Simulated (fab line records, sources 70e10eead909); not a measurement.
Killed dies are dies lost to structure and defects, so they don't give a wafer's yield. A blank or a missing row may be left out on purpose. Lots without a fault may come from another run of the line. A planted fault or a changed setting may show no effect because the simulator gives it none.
Chamber matching | flow nand_harc | NHARC_A_BONDPAD_STRIP_15 on rie_diel-13: 4 sister chambers
The step strips in O2. 8 wafers are shown with their chamber, then 9 later ones without.

WAFERS WITH THEIR CHAMBER
wafer  | chamber | drypump_motor_current_A (A) | showerhead_plenum_p_Torr (Torr)
L232.6 | 2       | 6.0                         | 3.65
L234.4 | 0       | 5.8                         | 3.51
L234.6 | 1       | 6.1                         | 3.59
L244.3 | 0       | 5.8                         | 3.50
L244.5 | 3       | 5.2                         | 3.59
L246.1 | 1       | 6.0                         | 3.58
L246.2 | 3       | 5.1                         | 3.59
L246.6 | 2       | 6.0                         | 3.64

WAFERS WITHOUT THEIR CHAMBER
wafer  | drypump_motor_current_A (A) | showerhead_plenum_p_Torr (Torr)
L248.1 | 5.2                         | 3.59
L248.3 | 5.8                         | 3.50
L248.6 | 6.1                         | 3.58
L247.2 | 6.0                         | 3.64
L247.5 | 5.2                         | 3.59
L247.6 | 6.0                         | 3.64
L249.3 | 6.1                         | 3.58
L249.4 | 5.2                         | 3.59
L249.6 | 6.1                         | 3.58

WHICH CHAMBER EACH WENT THROUGH
wafer  | from the rows above | in truth
L248.1 | 3                   | 3
L248.3 | 0                   | 0
L248.6 | 1                   | 1
L247.2 | 2                   | 2
L247.5 | 3                   | 3
L247.6 | 2                   | 2
L249.3 | 1                   | 1
L249.4 | 3                   | 3
L249.6 | 1                   | 1
Placed correctly: 9 of 9. Can't be placed from these rows: 0. Placed wrongly: 0.
How it was worked out, from the rows above alone: a wafer's distance from a chamber is the root of the sum, over the readings, of the square of ((its reading less the chamber's mean) divided by the reading's scatter). The wafer belongs to the nearest chamber; if the next one is less than 2 further off, it can't be placed. A chamber's mean is the mean of its shown wafers. The scatter: the root of (the sum of the squares of (reading less its chamber's mean) over the shown wafers, divided by (wafers less chambers)).
